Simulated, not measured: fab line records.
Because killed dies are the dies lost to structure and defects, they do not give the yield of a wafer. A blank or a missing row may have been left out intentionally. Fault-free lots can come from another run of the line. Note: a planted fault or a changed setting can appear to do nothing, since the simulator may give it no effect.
fab line records	flow n5_finfet
record lots=5	wafers=15	last_day=17
route steps=1938 shown BEOL_M5@1145 PASSIVATION@1936
lots untouched by any fault: they come from a run of this same line in which no faults occurred
start_h: hours from the record's first day to the start of the lot's first wafer shown	wait_h: hours elapsed since this lot's preceding step	" as in the row above	L1.1+2: one row covering several wafers at once	- value missing, or start not given	* or withheld: withheld	< > ~ a bound
route shown NAME@n: NAME is a module with steps in the file, n the number in the route of the first one	usual: mean and standard deviation over wafers with no fault	same: alike in all rows	chamber/n: place in a boat	sites: readings site by site	_std_site: the values' standard deviation	_edge_site: the outer-site mean with the inner-site mean subtracted	radius_mm: how far each site lies from the wafer's centre	mask NAME#n: copy n	behind: the last tool/chamber to shape the wafer	hold: what put the lot on hold/how long, in hours/how the hold closed	device: transistor that didn't switch, given as n, p or np	end of line: tests of these same wafers at the route's end	step lacking rows: just its recipe	killed: count of dies lost to structure and defects at first sort (not the wafer's yield)	map: shows each die of a wafer: x if killed, . if not, _ if none is there
set.NAME: the run value of the setting; set.NAME@STEP: its run value at that earlier step	model.NAME: the simulator's own value behind a step, which no gauge read
lots at selected steps of the route; one table per step, one row per wafer
services: a tool's chamber out of use, with start hour (start_h, from the record's first day; less than 0 if before it), hours out, and reason
## steps
# step N5_BEOL_M5_EXPOSE_25
# recipe mask_id=V4	na=0.33	source_shape=quasar	sigma_inner=0.2	sigma_outer=0.6	polarization=unpolarized	defocus_nm=10	dose_mj=52.75
# step N5_BEOL_M5_PEB_26
# recipe peb_temp_c=100	peb_time_s=60	resist=CAR-EUV
# step N5_BEOL_M5_DEVELOP_27
# recipe develop_time_s=30	developer=TMAH	resist=CAR-EUV	rinse_liquid=surfactant_rinse	dry=air_spin	dev_temp_c=23
# step N5_BEOL_M5_CD_MEAS_28
# recipe target_cd_nm=30.6	landing_energy_ev=500	detector=se_inlens	target_cd_y_nm=20	polarity=opening
# usual cd_nm=30.50/0.29
lot.wafer	tool	chamber	start_h	wait_h	cd_nm
L304.2	cd_sem-03	0	214.75	-	30.57
L304.3	"	0	"	"	30.42
L304.5	"	0	"	"	30.36
L307.2	cd_sem-03	0	237.71	-	30.60
L307.4	"	0	"	"	30.50
L307.5	"	0	"	"	30.30
L312.4	cd_sem-03	0	266.21	-	30.62
L312.5	"	0	"	"	30.62
L312.6	"	0	"	"	30.77
L319.2	cd_sem-02	0	311.79	-	30.24
L319.4	"	0	"	"	30.18
L319.5	"	0	"	"	30.39
L321.1	cd_sem-02	0	316.72	-	30.32
L321.4	"	0	"	"	29.96
L321.5	"	0	"	"	30.73
# step N5_BEOL_M5_OVL_MEAS_29
# recipe points_per_wafer=522
# usual V4_OVL=-0.2/0.61
lot.wafer	tool	chamber	start_h	wait_h	V4_OVL[nm]
L304.2	overlay-02	0	214.85	0.1	0.5
L304.3	"	0	"	"	0.7
L304.5	"	0	"	"	0.6
L307.2	overlay-02	0	237.75	0.0	0.3
L307.4	"	0	"	"	0.8
L307.5	"	0	"	"	-0.1
L312.4	overlay-02	0	266.26	0.0	-0.3
L312.5	"	0	"	"	0.4
L312.6	"	0	"	"	0.4
L319.2	overlay-02	0	311.82	0.0	-0.3
L319.4	"	0	"	"	-0.6
L319.5	"	0	"	"	-0.9
L321.1	overlay-01	0	316.75	0.0	-0.4
L321.4	"	0	"	"	-0.9
L321.5	"	0	"	"	-0.9
# step N5_BEOL_M5_INSPECT_30
# recipe mode=adi	inspect_instrument=brightfield
# usual raw_defect_count=438/100
lot.wafer	tool	chamber	start_h	wait_h	raw_defect_count
L304.2	defect_inspect-02	-	214.90	0.0	488
L304.3	"	-	"	"	407
L304.5	"	-	"	"	472
L307.2	defect_inspect-01	-	237.80	0.0	382
L307.4	"	-	"	"	428
L307.5	"	-	"	"	272
L312.4	defect_inspect-02	-	266.30	0.0	397
L312.5	"	-	"	"	472
L312.6	"	-	"	"	325
L319.2	defect_inspect-01	-	311.88	0.0	340
L319.4	"	-	"	"	429
L319.5	"	-	"	"	477
L321.1	defect_inspect-02	-	316.81	0.1	393
L321.4	"	-	"	"	417
L321.5	"	-	"	"	337
# step N5_BEOL_M5_DESCUM_33
# recipe chemistry=O2	time_s=7	source_power_w=50	bias_power_w=20	pressure_mtorr=20	rf_frequency_hz=2.712e+07	temp_c=40	resist=CAR-EUV	o2_flow_sccm=225
# usual drypump_motor_current_A=5.8/0.39	o2_flow_sccm=225.0/0.69	oes_product_au=0.80/0.095	rf_vpp_V=243.5/1.3	showerhead_plenum_p_Torr=2.11/0.069	throttle_valve_pct=20.45/0.17
lot.wafer	tool	chamber	start_h	wait_h	drypump_motor_current_A	o2_flow_sccm	oes_product_au	rf_hours_counter_h	rf_vpp_V	showerhead_plenum_p_Torr	throttle_valve_pct
L304.2	rie_diel-02	3	214.93	0.0	6.3	225.2	0.89	39	244.7	2.23	20.42
L304.3	"	2	"	"	6.2	224.6	0.68	222	244.0	2.06	20.33
L304.5	"	3	"	"	6.3	224.6	0.90	-	245.8	2.23	20.42
L307.2	rie_diel-01	0	238.18	0.4	6.3	225.9	0.83	73	245.1	2.11	20.56
L307.4	"	1	"	"	5.8	226.2	0.94	5	243.9	2.16	20.51
L307.5	"	2	"	"	5.9	225.9	0.97	-	245.4	2.22	20.27
L312.4	rie_diel-02	1	266.45	0.2	5.7	224.7	0.89	29	243.8	2.12	20.13
L312.5	"	1	"	"	5.7	225.9	0.89	-	244.5	2.12	20.12
L312.6	"	2	"	"	6.2	224.6	0.67	-	243.1	2.06	20.33
L319.2	rie_diel-05	2	311.91	0.0	5.0	224.6	0.70	214	239.4	1.99	20.40
L319.4	"	1	"	"	6.0	226.0	0.72	-	242.4	2.07	20.44
L319.5	"	2	"	"	5.1	225.0	0.71	-	242.4	1.99	20.43
L321.1	rie_diel-01	1	316.84	0.0	5.8	224.5	0.87	32	244.7	2.15	20.56
L321.4	"	3	"	"	5.8	224.9	0.80	98	242.8	2.10	20.43
L321.5	"	1	"	"	5.8	225.2	0.87	-	244.6	2.15	20.54
# step N5_BEOL_M5_ETCH_75
# recipe chemistry=N2/H2	target=underlayer	target_depth_a=65	mask_material=CAR-EUV	time_s=5.2	ion_energy_ev=200	pressure_mtorr=30	source_w=840	bias_w=150	n2_flow_sccm=200	h2_flow_sccm=200	ends=cleared
# usual bias_w=150.0/0.4	drypump_motor_current_A=5.8/0.39	etch_rf_on_time_s=5.20/0.12	h2_flow_sccm=200.1/0.53	oes_product_au=0.68/0.08	rf_vpp_V=524.7/2.7	showerhead_plenum_p_Torr=2.57/0.086	throttle_valve_pct=17.85/0.21
lot.wafer	tool	chamber	start_h	wait_h	bias_w	drypump_motor_current_A	etch_rf_on_time_s	h2_flow_sccm	oes_product_au	rf_hours_counter_h	rf_vpp_V	showerhead_plenum_p_Torr	throttle_valve_pct
L304.2	rie_diel-02	3	214.97	0.0	150.3	6.3	5.02	200.5	0.77	39	526.3	2.70	17.79
L304.3	"	2	"	"	150.4	6.2	5.31	199.7	0.58	222	520.2	2.52	17.86
L304.5	"	3	"	"	149.4	6.3	5.05	200.2	0.77	-	529.8	2.70	17.81
L307.2	rie_diel-01	0	238.21	0.0	150.8	6.3	5.13	200.0	0.70	73	523.0	2.59	18.14
L307.4	"	1	"	"	149.8	5.8	5.22	201.4	0.79	5	525.3	2.62	17.89
L307.5	"	2	"	"	150.0	5.9	5.03	200.5	0.82	-	529.5	2.69	17.50
L312.4	rie_diel-02	1	266.49	0.0	149.7	5.7	5.20	200.3	0.74	29	525.1	2.59	17.64
L312.5	"	1	"	"	150.3	5.7	5.18	199.7	0.76	-	526.4	2.59	17.61
L312.6	"	2	"	"	149.8	6.2	5.37	200.6	0.56	-	523.7	2.52	17.91
L319.2	rie_diel-05	2	311.94	0.0	149.8	5.0	5.17	200.5	0.62	214	520.2	2.40	17.68
L319.4	"	1	"	"	149.4	6.0	5.18	200.3	0.62	-	523.1	2.52	17.81
L319.5	"	2	"	"	149.7	5.0	5.11	200.4	0.63	-	521.8	2.40	17.75
L321.1	rie_diel-01	1	316.88	0.0	149.7	5.8	5.32	199.6	0.74	32	525.6	2.61	17.93
L321.4	"	3	"	"	149.7	5.8	5.22	200.5	0.69	98	526.6	2.55	17.86
L321.5	"	1	"	"	149.7	5.8	5.31	200.4	0.73	-	525.5	2.61	17.91
# step N5_BEOL_M5_ETCH_67
# recipe chemistry=CF4	target=SiARC	target_depth_a=156	mask_material=CAR-EUV	time_s=26	ion_energy_ev=80	pressure_mtorr=40	source_w=545	bias_w=36	Ar_flow_sccm=100	cf4_flow_sccm=100	ends=cleared
# usual bias_w=36.00/0.12	drypump_motor_current_A=5.8/0.39	etch_rf_on_time_s=26.0/0.52	oes_product_au=0.68/0.082	rf_vpp_V=184.3/1	showerhead_plenum_p_Torr=2.17/0.063	throttle_valve_pct=15.65/0.19
lot.wafer	tool	chamber	start_h	wait_h	bias_w	drypump_motor_current_A	etch_rf_on_time_s	oes_product_au	rf_hours_counter_h	rf_vpp_V	showerhead_plenum_p_Torr	throttle_valve_pct
L304.2	rie_diel-02	3	214.98	0.0	36.13	6.3	24.9	0.77	39	185.8	2.25	15.41
L304.3	"	2	"	"	36.15	6.2	26.5	0.58	222	184.1	2.12	15.61
L304.5	"	3	"	"	36.00	6.3	25.0	0.77	-	186.4	2.25	15.41
L307.2	rie_diel-01	0	238.23	0.0	35.98	6.3	25.7	0.71	73	183.7	2.17	15.84
L307.4	"	1	"	"	35.77	5.8	25.8	0.81	5	184.1	2.20	15.56
L307.5	"	2	"	"	36.08	5.8	25.0	0.82	-	185.0	2.26	15.42
L312.4	rie_diel-02	1	266.51	0.0	36.19	5.7	26.1	0.76	29	185.1	2.19	15.39
L312.5	"	1	"	"	36.18	5.7	26.1	0.75	-	184.5	2.19	15.38
L312.6	"	2	"	"	36.04	6.2	26.7	0.57	-	183.3	2.11	15.66
L319.2	rie_diel-05	2	311.96	0.0	36.10	5.1	25.7	0.61	214	183.9	2.04	15.64
L319.4	"	1	"	"	36.19	6.0	25.9	0.62	-	183.9	2.13	15.72
L319.5	"	2	"	"	35.91	5.0	25.7	0.62	-	183.0	2.05	15.63
L321.1	rie_diel-01	1	316.89	0.0	36.13	5.8	26.0	0.75	32	184.2	2.19	15.63
L321.4	"	3	"	"	36.07	5.8	26.0	0.69	98	183.2	2.16	15.73
L321.5	"	1	"	"	36.21	5.8	26.4	0.74	-	184.7	2.19	15.60
# step N5_BEOL_M5_ETCH_68
# recipe chemistry=N2/H2	target=SOC	target_depth_a=800	overetch_a=160	mask_material=SiARC	temp_c=40	time_s=120	ion_energy_ev=200	pressure_mtorr=30	source_w=840	bias_w=150	n2_flow_sccm=200	h2_flow_sccm=200
# usual bias_w=150.1/0.45	drypump_motor_current_A=5.8/0.39	h2_flow_sccm=200.1/0.56	oes_product_au=0.61/0.069	rf_vpp_V=524.6/2.4	showerhead_plenum_p_Torr=2.57/0.086	throttle_valve_pct=17.81/0.21
lot.wafer	tool	chamber	start_h	wait_h	bias_w	drypump_motor_current_A	h2_flow_sccm	oes_product_au	rf_hours_counter_h	rf_vpp_V	showerhead_plenum_p_Torr	throttle_valve_pct
L304.2	rie_diel-02	3	215.01	0.0	150.3	6.2	200.3	0.68	39	528.7	2.70	17.77
L304.3	"	2	"	"	149.6	6.2	201.1	0.52	222	524.4	2.52	17.83
L304.5	"	3	"	"	149.7	6.3	200.6	0.67	-	527.8	2.70	17.77
L307.2	rie_diel-01	0	238.26	0.0	149.4	6.3	199.6	0.63	73	525.2	2.59	18.10
L307.4	"	1	"	"	150.0	5.8	200.7	0.72	5	525.2	2.62	17.83
L307.5	"	2	"	"	150.6	5.9	199.7	0.72	-	527.0	2.69	17.48
L312.4	rie_diel-02	1	266.53	0.0	150.3	5.7	199.8	0.68	29	524.3	2.59	17.57
L312.5	"	1	"	"	149.7	5.7	200.5	0.67	-	524.6	2.59	17.58
L312.6	"	2	"	"	150.2	6.2	200.6	0.52	-	522.4	2.52	17.85
L319.2	rie_diel-05	2	311.99	0.0	150.4	5.0	200.2	0.55	214	520.2	2.40	17.67
L319.4	"	1	"	"	150.1	6.0	199.3	0.56	-	522.9	2.52	17.78
L319.5	"	2	"	"	150.3	5.1	201.6	0.55	-	521.9	2.40	17.66
L321.1	rie_diel-01	1	316.92	0.0	150.2	5.8	199.7	0.67	32	525.1	2.61	17.87
L321.4	"	3	"	"	149.9	5.8	200.3	0.62	98	525.8	2.55	17.80
L321.5	"	1	"	"	149.9	5.8	200.0	0.67	-	525.0	2.61	17.88
# step N5_BEOL_M5_STRIP_69
# recipe chemistry=N2/H2	temp_c=40	n2_flow_sccm=200	h2_flow_sccm=200	rf_frequency_hz=6e+07
# step N5_BEOL_M5_STRIP_76
# recipe chemistry=N2/H2	temp_c=40	n2_flow_sccm=200	h2_flow_sccm=200	rf_frequency_hz=6e+07
# step N5_BEOL_M5_VIA_ETCH_34
# recipe chemistry=C4F6/O2	target=SiCOH_lowk	target_depth_a=883	mask_material=SOC	taper_deg=4	time_s=39.2	ion_energy_ev=250	pressure_mtorr=30	source_w=345	bias_w=185	Ar_flow_sccm=300	C4F6_flow_sccm=10	O2_flow_sccm=10
# usual bias_w=185.0/0.51	drypump_motor_current_A=5.8/0.39	oes_product_au=0.80/0.095	rf_vpp_V=670/11	showerhead_plenum_p_Torr=2.87/0.082	throttle_valve_pct=20.91/0.17
lot.wafer	tool	chamber	start_h	wait_h	bias_w	drypump_motor_current_A	oes_product_au	rf_hours_counter_h	rf_vpp_V	showerhead_plenum_p_Torr	throttle_valve_pct	model.etch.depth_nm
L304.2	rie_diel-02	3	215.11	0.0	185.1	6.3	0.90	39	653	3.00	20.72	90.78
L304.3	"	2	"	"	185.9	6.2	0.67	223	669	2.80	20.71	86.37
L304.5	"	3	"	"	185.2	6.3	0.89	-	654	3.00	20.71	89.92
L307.2	rie_diel-01	0	238.36	0.0	184.9	6.3	0.84	73	685	2.89	21.16	89.24
L307.4	"	1	"	"	185.0	5.8	0.94	5	639	2.93	20.97	88.15
L307.5	"	2	"	"	184.9	5.8	0.97	-	670	3.00	20.67	91.23
L312.4	rie_diel-02	1	266.63	0.0	145.5	5.7	0.85	29	559	2.92	20.78	82.04
L312.5	"	1	"	"	146.0	5.7	0.85	-	557	2.92	20.80	82.42
L312.6	"	2	"	"	184.3	6.2	0.66	-	669	2.80	20.75	86.47
L319.2	rie_diel-05	2	312.09	0.0	185.4	5.0	0.71	214	666	2.73	20.89	87.51
L319.4	"	1	"	"	183.7	6.0	0.73	-	686	2.82	20.87	86.65
L319.5	"	2	"	"	185.9	5.0	0.71	-	665	2.73	20.89	87.92
L321.1	rie_diel-01	1	317.02	0.0	185.2	5.8	0.87	32	637	2.92	21.00	87.92
L321.4	"	3	"	"	185.1	5.9	0.81	98	674	2.87	21.02	87.69
L321.5	"	1	"	"	185.0	5.8	0.88	-	640	2.92	21.00	87.87
# step N5_BEOL_M5_STRIP_85
# recipe chemistry=C4F6/O2	resist=SiARC	rf_frequency_hz=6e+07
# step N5_PASSIVATION_PROBE_49
# usual defect_limited_yield=91.2/1.4	killed_at_M0_to_M3=34/9.4	killed_at_M4_up=14/5.6	killed_at_contacts=13/7.8	killed_at_front_end=37/10	killed_at_other=4/3.3	killed_dies=103/17	killed_open=68/13	killed_short=33/8.2	sort_bin_4_leakage=0.00/0.0071	sort_bin_5_function=5.1/0.92	sort_bin_6_memory=3.3/0.71	sort_bin_8_speed=0.01/0.043	sort_n_pass=1077/17	sort_yield_pct=91.2/1.4
# same gross_dies=1180	killed_at_back_side=0
lot.wafer	tool	chamber	start_h	wait_h	defect_limited_yield[%]	killed_at_M0_to_M3	killed_at_M4_up	killed_at_contacts	killed_at_front_end	killed_at_other	killed_dies	killed_open	killed_short	sort_bin_4_leakage[%]	sort_bin_5_function[%]	sort_bin_6_memory[%]	sort_bin_8_speed[%]	sort_n_pass	sort_yield_pct[%]
L304.2	prober-02	-	318.11	0.1	90.6	23	21	12	54	1	111	83	28	0	5.3	3.8	0	1069	90.6
L304.3	prober-02	-	318.16	0.1	91.5	18	14	11	57	0	100	72	26	0	4.8	3.2	0	1080	91.5
L304.5	prober-02	-	318.26	0.2	92.5	30	16	0	42	0	88	56	27	0	4.0	2.6	0.17	1090	92.4
L307.2	prober-01	-	334.04	0.1	91.7	22	12	22	38	4	98	61	29	0	4.2	3.3	0	1082	91.7
L307.4	prober-01	-	334.14	0.2	92.2	19	23	17	32	1	92	69	21	0	4.4	3.1	0	1088	92.2
L307.5	prober-01	-	334.19	0.2	90.1	41	25	20	30	1	117	87	26	0	6.1	3.6	0	1063	90.1
L312.4	prober-01	-	362.92	0.2	90.0	39	12	16	46	5	118	72	44	0	5.5	3.9	0	1062	90.0
L312.5	prober-01	-	362.97	0.2	91.9	28	7	21	30	10	96	66	30	0	4.9	2.9	0	1084	91.9
L312.6	prober-01	-	363.02	0.3	92.3	28	7	23	28	5	91	65	23	0.08	4.2	3.5	0	1088	92.2
L321.1	prober-02	-	412.84	0.0	91.7	40	9	11	34	4	98	55	35	0	3.9	3.6	0	1082	91.7
L321.4	prober-02	-	412.99	0.2	93.2	32	14	7	22	5	80	51	28	0	4.1	2.4	0	1100	93.2
L321.5	prober-02	-	413.04	0.2	92.9	29	19	9	24	3	84	58	26	0	4.5	2.5	0	1096	92.9
L319.2	prober-02	-	416.88	0.1	93.2	31	11	6	31	1	80	52	28	0	4.5	2.1	0	1100	93.2
L319.4	prober-02	-	416.98	0.2	92.9	29	7	5	43	0	84	45	36	0	4.3	2.2	0	1096	92.9
L319.5	prober-02	-	417.03	0.2	91.9	25	8	6	46	11	96	55	41	0	5.5	2.5	0	1084	91.9
# killed by level:class
L304.2 STI_FIN_REVEAL:geometric_particle:open=25 BEOL_M4:geometric_particle:open=11 MOL_CONTACT_COAG:geometric_particle:open=8 BEOL_M3:geometric_particle:open=7 BEOL_M0:geometric_particle:open=6 DUMMY_GATE:geometric_particle:open=6 ILD0:geometric_particle:short=5 BEOL_M1:geometric_particle:open=5
L304.3 STI_FIN_REVEAL:geometric_particle:open=26 MOL_CONTACT_COAG:geometric_particle:open=10 FIN_SAQP:geometric_particle:open=5 FIN_SAQP:geometric_particle:short=5 BEOL_M1:geometric_particle:open=5 DUMMY_GATE:geometric_particle:open=4 BEOL_M2:geometric_particle:open=4 BEOL_M4:geometric_particle:short=4
L304.5 STI_FIN_REVEAL:geometric_particle:open=10 BEOL_M4:geometric_particle:open=7 FIN_SAQP:geometric_particle:short=6 BEOL_M2:geometric_particle:open=6 BEOL_M1:geometric_particle:open=5 HKMG_FIN:area_etch=5 FIN_SAQP:geometric_particle:open=4 BEOL_M3:geometric_particle:short=4
L307.2 MOL_CONTACT_COAG:geometric_particle:open=16 GATE_CUT:geometric_particle:short=12 FIN_SAQP:geometric_particle:open=8 MOL_CONTACT_COAG:geometric_particle:short=6 BEOL_M2:geometric_particle:open=6 BEOL_M3:geometric_particle:open=6 HKMG_FIN:area_etch=6 BEOL_M0_SAQP:geometric_particle:open=4
L307.4 MOL_CONTACT_COAG:geometric_particle:open=14 BEOL_M4:geometric_particle:open=9 FIN_SAQP:geometric_particle:open=8 BEOL_M2:geometric_particle:open=6 STARTING-WAFER:geometric_particle:open=5 DUMMY_GATE:geometric_particle:open=4 BEOL_M0_SAQP:geometric_particle:open=4 FIN_SAQP:geometric_particle:short=3
L307.5 MOL_CONTACT_COAG:geometric_particle:open=15 FIN_SAQP:geometric_particle:open=12 BEOL_M3:geometric_particle:open=8 BEOL_M0_SAQP:geometric_particle:open=8 BEOL_M2:geometric_particle:open=8 BEOL_M4:geometric_particle:open=8 BEOL_M1:geometric_particle:open=6 BEOL_M5:geometric_particle:open=6
L312.4 MOL_CONTACT_COAG:geometric_particle:open=13 STI_FIN_REVEAL:geometric_particle:open=9 BEOL_M0_SAQP:geometric_particle:short=9 BEOL_M0_SAQP:geometric_particle:open=7 GATE_CUT:geometric_particle:short=7 FIN_SAQP:geometric_particle:short=6 DUMMY_GATE:geometric_particle:open=6 FIN_SAQP:geometric_particle:open=5
L312.5 MOL_CONTACT_COAG:geometric_particle:open=17 FIN_SAQP:geometric_particle:short=9 BEOL_M2:geometric_particle:open=8 FIN_SAQP:geometric_particle:open=7 BEOL_M0:geometric_particle:open=5 MOL_CONTACT_COAG:geometric_particle:short=4 BEOL_M3:geometric_particle:open=4 MIM_TOP:geometric_particle:open=4
L312.6 MOL_CONTACT_COAG:geometric_particle:open=18 BEOL_M3:geometric_particle:open=7 BEOL_M2:geometric_particle:open=6 MOL_CONTACT_COAG:geometric_particle:short=5 BEOL_M0:geometric_particle:open=4 STI_FIN_REVEAL:geometric_particle:open=4 DUMMY_GATE:geometric_particle:open=4 BEOL_M4:geometric_particle:open=4
L321.1 BEOL_M0_SAQP:geometric_particle:short=13 BEOL_M0_SAQP:geometric_particle:open=12 MOL_CONTACT_COAG:geometric_particle:open=10 HKMG_FIN:area_etch=8 BEOL_M4:geometric_particle:open=6 STI_FIN_REVEAL:geometric_particle:open=5 FIN_SAQP:geometric_particle:open=4 ILD0:geometric_particle:open=3
L321.4 BEOL_M0_SAQP:geometric_particle:open=11 BEOL_M0_SAQP:geometric_particle:short=9 BEOL_M4:geometric_particle:open=8 MOL_CONTACT_COAG:geometric_particle:open=7 BEOL_M3:geometric_particle:open=7 FIN_SAQP:geometric_particle:short=4 PASS1_CAP:geometric_particle:short=4 STARTING-WAFER:geometric_particle:open=4
L321.5 BEOL_M4:geometric_particle:open=10 BEOL_M0_SAQP:geometric_particle:open=9 BEOL_M0_SAQP:geometric_particle:short=8 MOL_CONTACT_COAG:geometric_particle:open=7 FIN_SAQP:geometric_particle:open=5 STI_FIN_REVEAL:geometric_particle:open=4 GATE_CUT:geometric_particle:open=4 BEOL_M1:geometric_particle:open=4
L319.2 BEOL_M0_SAQP:geometric_particle:open=12 BEOL_M0_SAQP:geometric_particle:short=12 STI_FIN_REVEAL:geometric_particle:open=11 FIN_SAQP:geometric_particle:short=5 MOL_CONTACT_COAG:geometric_particle:open=5 BEOL_M4:geometric_particle:open=5 FIN_SAQP:geometric_particle:open=4 GATE_CUT:geometric_particle:open=3
L319.4 FIN_SAQP:geometric_particle:short=11 FIN_SAQP:geometric_particle:open=8 STI_FIN_REVEAL:geometric_particle:open=8 BEOL_M0_SAQP:geometric_particle:short=6 BEOL_M0_SAQP:geometric_particle:open=6 BEOL_M3:geometric_particle:open=4 BEOL_M4:geometric_particle:open=4 STARTING-WAFER:geometric_particle:short=4
L319.5 FIN_SAQP:geometric_particle:short=10 STI_FIN_REVEAL:geometric_particle:open=10 GATE_CUT:geometric_particle:short=8 BEOL_M2:geometric_particle:open=8 FIN_SAQP:geometric_particle:open=6 DUMMY_GATE:geometric_particle:open=5 BEOL_M3:geometric_particle:open=5 MOL_CONTACT_COAG:geometric_particle:open=4
## services
tool	chamber	start_h	hours	kind
rie_diel-02	1	203.82	16.6	repair
rie_diel-01	3	205.00	4.9	repair
rie_diel-05	0	227.75	9.5	repair
rie_diel-05	3	237.47	-	clean
rie_diel-05	3	237.47	-	consumable_replace:focus_ring
rie_diel-05	3	237.47	25.4	scheduled_down
rie_diel-05	3	237.47	25.4	vent_cycle
rie_diel-01	3	252.29	4.1	repair
rie_diel-02	-	263.90	1.7	repair
rie_diel-05	0	306.85	-	clean
rie_diel-05	0	306.85	-	consumable_replace:focus_ring
rie_diel-05	0	306.85	23.4	scheduled_down
rie_diel-05	0	306.85	23.4	vent_cycle
rie_diel-01	0	309.55	5.6	repair
rie_diel-02	2	313.40	-	clean
rie_diel-02	2	313.40	-	consumable_replace:focus_ring
rie_diel-02	2	313.40	18.2	scheduled_down
rie_diel-02	2	313.40	18.2	vent_cycle
## key
first_sign step=N5_BEOL_M5_VIA_ETCH_34	reading=bias_w	direction=down	sigmas=77	usual=*	struck=*
effect step=N5_BEOL_M5_VIA_ETCH_34	reading=rf_vpp_V	direction=down	sigmas=9.8	usual=670	struck=558
model_effect step=N5_BEOL_M5_VIA_ETCH_34	value=etch.depth_nm	without=88.55	struck=82.23
met_at N5_BEOL_M5_VIA_ETCH_34
struck_wafers L312.4,L312.5
fault kind=process_parameter_drift	tool=rie_diel-02	chamber=1	onset_h=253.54	steps=N5_BEOL_M5_VIA_ETCH_34	channel=bias_w	offset=*	shape=step	end_h=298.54	acts_in=*	stated=*
